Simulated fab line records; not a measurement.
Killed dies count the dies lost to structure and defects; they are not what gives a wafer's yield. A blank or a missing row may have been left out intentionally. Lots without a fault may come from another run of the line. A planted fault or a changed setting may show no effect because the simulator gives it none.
The same fault as seen by 2 desks	flow nandHarc	numbers are kept per desk, each desk with only its own; the story behind them comes last

== METROLOGY DESK ==
What the gauges read for every lot (on any tool): the sampled wafers with a number, averaged. If a lot's mean is further than 4 standard deviations from the usual mean, the lot is out of limits and carries the mark OUT (the distance appears in the brackets).
Columns: A = cdNm at NHARC_P_BONDPAD_CD_MEAS_13, usual 500.6 nm
lot	first seen here	A
L745	day 6 19:20	502.1
L744	day 6 19:54	500.1
L751	day 9 12:29	498.5
L752	day 9 21:20	499.0
L756	day 11 19:32	502.1
L759	day 12 19:46	502.3
L760	day 13 07:28	502.6
L762	day 14 02:50	503.9
L763	day 14 17:54	501.3
L764	day 14 22:56	501.2
L765	day 15 04:53	502.1
L766	day 16 01:44	499.8
Finding of this desk: none of the 12 lots has anything out of limits.

== DESK OF THE TOOL OWNER: rieDiel-01 ==
The tool's own readings at NHARC_P_BONDPAD_ETCH_37 (etches the open film in N2/H2, target depth 60 nm, overetch 18 nm, time 65.91 s): means of the sampled wafers that have a number, for each lot that ran on this tool. If a lot's mean is further than 4 standard deviations from the usual mean, the lot is out of limits and carries the mark OUT (the distance appears in the brackets).
Columns: A = biasW at NHARC_P_BONDPAD_ETCH_37, usual 150.0 W; B = drypumpMotorCurrentA at NHARC_P_BONDPAD_ETCH_37, usual 5.6 A; C = oesProductAu at NHARC_P_BONDPAD_ETCH_37, usual 1.008 a.u.; D = rfVppV at NHARC_P_BONDPAD_ETCH_37, usual 431.0 V; E = showerheadPlenumPTorr at NHARC_P_BONDPAD_ETCH_37, usual 2.06 Torr; F = throttleValvePct at NHARC_P_BONDPAD_ETCH_37, usual 14.170 %
lot	first seen here	A	B	C	D	E	F
L752	day 9 21:07	149.8	5.6	0.890 (-12) OUT	433.7	2.12	14.162
L762	day 14 02:36	149.4	5.6	1.007	429.4	2.01	14.176
L764	day 14 22:42	150.2	5.7	1.007	431.6	2.09	14.165
L766	day 16 01:31	149.9	6.0	1.007	433.3	2.16	14.164
This desk's verdict: out of limits on L752, starting with L752 at day 9 21:07 (oesProductAu at NHARC_P_BONDPAD_ETCH_37). L762, L764, L766: within limits.

== PUT TOGETHER ==
At day 9 21:07, on L752, the tool owner's desk was in a position to raise an alarm.
The metrology desk saw nothing out of limits.
The metrology desk has L752 on record, within its limits.
Every lot named ran NHARC_P_BONDPAD_ETCH_37 on rieDiel-01.

== WHAT WAS PUT IN BY THE SIMULATOR ==
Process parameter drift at NHARC_P_BONDPAD_ETCH_37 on rieDiel-01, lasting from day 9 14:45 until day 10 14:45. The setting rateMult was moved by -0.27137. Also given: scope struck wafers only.
Shown lots that were struck: L752.
How many hours passed from the start of the fault until each desk's first out-of-limits reading: the tool owner's desk, 6.
